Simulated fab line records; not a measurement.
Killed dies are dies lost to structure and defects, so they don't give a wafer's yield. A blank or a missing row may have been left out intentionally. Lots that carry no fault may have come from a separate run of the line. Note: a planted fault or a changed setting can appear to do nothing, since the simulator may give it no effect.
Matching of chambers    flow n5 finfet    4 sister chambers for N5_BEOL_M7_ETCH_62 on rie diel-04
The step etches SOC in N2/H2, target depth 110 nm, overetch 22 nm, time 165 s. 20 wafers are shown with their chamber, then 10 later ones without.

WAFERS PAIRED WITH THEIR CHAMBERS
wafer   chamber  drypump motor current A (A)  showerhead plenum p Torr (Torr)  throttle valve pct (%)
L076.1  3        5.4                          2.59                             17.68
L076.3  0        6.3                          2.40                             18.25
L076.6  0        6.3                          2.40                             18.24
L077.1  1        5.8                          2.51                             18.17
L077.3  0        6.3                          2.40                             18.23
L077.6  0        6.4                          2.40                             18.24
L085.2  0        6.3                          2.72                             17.79
L085.3  3        5.4                          2.58                             17.68
L085.6  2        5.4                          2.67                             17.94
L086.1  2        5.4                          2.67                             17.94
L086.3  0        6.3                          2.72                             17.81
L086.6  1        5.8                          2.50                             17.68
L087.1  1        5.8                          2.50                             17.68
L087.3  3        5.4                          2.58                             17.72
L087.6  3        5.4                          2.58                             17.70
L089.2  3        5.4                          2.57                             17.71
L089.3  2        5.4                          2.66                             17.96
L089.4  1        5.8                          2.50                             17.68
L091.3  2        5.4                          2.66                             17.97
L091.5  0        6.4                          2.72                             17.82

SIGNATURES (averages over the wafers above)
reading                   chamber 0  chamber 1  chamber 2  chamber 3  scatter within a chamber
drypump motor current A   6.329      5.800      5.400      5.400      0.0299
showerhead plenum p Torr  2.5371     2.5025     2.6650     2.5800     0.105
throttle valve pct        18.0543    17.8025    17.9525    17.6980    0.178
Rule: for a wafer and a chamber, the distance is found by dividing, reading by reading, the gap between the wafer's reading and the chamber's mean by the reading's scatter, squaring, summing and taking the root. If the next closest chamber is less than 2 further off than the closest, the wafer can't be placed; otherwise it belongs to the closest. The scatter is the square root of a quotient: the sum, over the shown wafers, of each reading's squared deviation from its chamber's mean, divided by wafers minus chambers.

WAFERS MISSING THEIR CHAMBER
wafer   drypump motor current A (A)  showerhead plenum p Torr (Torr)  throttle valve pct (%)
L091.6  5.5                          2.57                             17.74
L092.3  5.8                          2.50                             17.69
L092.4  6.4                          2.72                             17.81
L092.6  5.4                          2.66                             17.96
L093.1  5.8                          2.50                             17.67
L093.2  5.4                          2.57                             17.72
L093.4  5.4                          2.66                             17.97
L094.1  5.4                          2.66                             17.96
L094.2  5.8                          2.50                             17.70
L094.5  5.4                          2.66                             17.99

CHAMBER TAKEN BY EACH
wafer   from the rows above      in truth
L091.6  can't be placed: 3 or 2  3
L092.3  1                        1
L092.4  0                        0
L092.6  can't be placed: 2 or 3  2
L093.1  1                        1
L093.2  can't be placed: 3 or 2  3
L093.4  can't be placed: 2 or 3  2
L094.1  can't be placed: 2 or 3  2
L094.2  1                        1
L094.5  can't be placed: 2 or 3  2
Correctly placed: 4 of 10. These rows do not allow placing 6 (true chamber among the candidates in 6). Wrongly placed: 0.
